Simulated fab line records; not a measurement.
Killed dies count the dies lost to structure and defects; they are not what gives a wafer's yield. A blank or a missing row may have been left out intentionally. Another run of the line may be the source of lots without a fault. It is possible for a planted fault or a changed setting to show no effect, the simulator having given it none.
A lot that was struck, set against a sound lot :: flow n5Finfet :: 35 steps out of a route of 1938
Sound: these wafers, L162.1, L162.2, L162.4. Wafers struck: L166.2, L166.4, L166.5. The cause is named last.
Order at every step that has rows: each side's tool, ch and its chambers, its first start. Under that, the readings that differ: sound wafers :: struck wafers :: difference of the means :: sigmas: that difference in standard deviations of wafers without a fault.
alike: words and numbers the same on both sides, and readings whose means are apart by under 2 such deviations; not compared: readings that were withheld, readings missing a value for some wafer, numbers with overlapping values and no deviation given by the record, and bounds like >300 which may hide the same value.
A row with sigmas, a row that says differs or no value, or rows on one side alone: a step with any of these is where the two part. Numbers that don't overlap but have no deviation are shown without sigmas and don't part them. A reading missing from all wafers of one side parts the sides only when that side holds two or more wafers.

first, 10 steps without rows for these wafers: N5_BEOL_M7_DESCUM_33 (chemistry O2, time 7 s); N5_BEOL_M7_ETCH_72 (etches underlayer in N2/H2, target depth 6.5 nm, time 5.2 s); N5_BEOL_M7_ETCH_65 (etches SiARC in CF4, target depth 15.6 nm, time 26 s); N5_BEOL_M7_ETCH_66 (etches SOC in N2/H2, target depth 80 nm, overetch 16 nm, time 120 s); N5_BEOL_M7_STRIP_69 (strips in N2/H2); N5_BEOL_M7_STRIP_73 (strips in N2/H2); N5_BEOL_M7_VIA_ETCH_34 (etches SiCOH lowk in C4F6/O2, target depth 125.5 nm, time 50.5 s); N5_BEOL_M7_STRIP_76 (strips in C4F6/O2); N5_BEOL_M7_STRIP_36 (strips in N2/H2); N5_BEOL_M7_TRENCH_ETCH_37 (etches SiCOH lowk in C4F6/O2, target depth 93.478 nm, time 31.2 s).
N5_BEOL_M7_ETCH_41: etches SiCN in CH3F/O2, target depth 31.9 nm, time 57.8 s.
  sound on rieDiel-03 ch 1,2, day 9 23:53; struck on rieDiel-03 ch 2,3, day 11 09:12
  alike: biasW, drypumpMotorCurrentA, oesProductAu, rfVppV, showerheadPlenumPTorr, throttleValvePct
  not compared: rfHoursCounterH
then, 23 steps without rows for these wafers: N5_BEOL_M7_STRIP_80 (strips in N2/H2, time 10 s); N5_BEOL_M7_HM_STRIP_39 (strips TiN in peroxide tin strip, target depth 25 nm, time 158 s); N5_BEOL_M7_SRD_40 (time 30 s); N5_BEOL_M7_PRECLEAN_42 (cleans in residue remover, time 60 s); N5_BEOL_M7_SRD_43 (time 30 s); N5_BEOL_M7_CURE_75 (cures SiCOH lowk, time 120 s); N5_BEOL_M7_DEGAS_44 (time 60 s); N5_BEOL_M7_PRE_CLEAN_45 (time 30 s); N5_BEOL_M7_ALD_77 (deposits TaN, target thk 2 nm, pulse time 2 s, purge time 3 s); N5_BEOL_M7_SURFACE_TREAT_79; N5_BEOL_M7_CVD_78 (deposits Co from CCTBA/H2, target thk 2 nm, time 142.3 s); N5_BEOL_M7_SPUTTER_48 (material Cu, target thk 10 nm, time 1.667 s); N5_BEOL_M7_ECD_50 (material Cu, target thk 300 nm); N5_BEOL_M7_ANNEAL_51 (time 90 s); N5_BEOL_M7_CMP_52 (polishes, stops on SiCOH lowk, t overpolish 6.9 s, target thk 80 nm); N5_BEOL_M7_PRE_CLEAN_55 (time 15 s); N5_BEOL_M7_DEP_56 (deposits SiCN from 3MS/NH3, target thk 10 nm, time 17.5 s); N5_BEOL_M8_ILD_DEP_00 (deposits SiCOH lowk from DEMS/porogen, target thk 179.75 nm, time 33.4 s); N5_BEOL_M8_CURE_74 (cures SiCOH lowk, time 240 s); N5_BEOL_M8_PECVD_70 (deposits SiO2 from TEOS/O2, target thk 20 nm, time 22.7 s); N5_BEOL_M8_HM_DEP_02 (deposits TiN, target thk 20 nm); N5_BEOL_M8_COAT_59 (time 60 s, resist thk 100 nm); N5_BEOL_M8_COAT_60 (time 60 s, resist thk 35 nm).
-- record jumps: 3 days separate the struck wafers' starts on either side; left off in module BEOL_M8, taken up again in module PASSIVATION, whose first shown step is the route's number 1936 --
N5_PASSIVATION_PROBE_49:
  the record has rows for the struck wafers here (prober-01, day 14 11:22) and none for the sound ones

## WHERE THEY PART
Only at N5_PASSIVATION_PROBE_49, as far as this record shows.

WHY: whatever the simulator had introduced
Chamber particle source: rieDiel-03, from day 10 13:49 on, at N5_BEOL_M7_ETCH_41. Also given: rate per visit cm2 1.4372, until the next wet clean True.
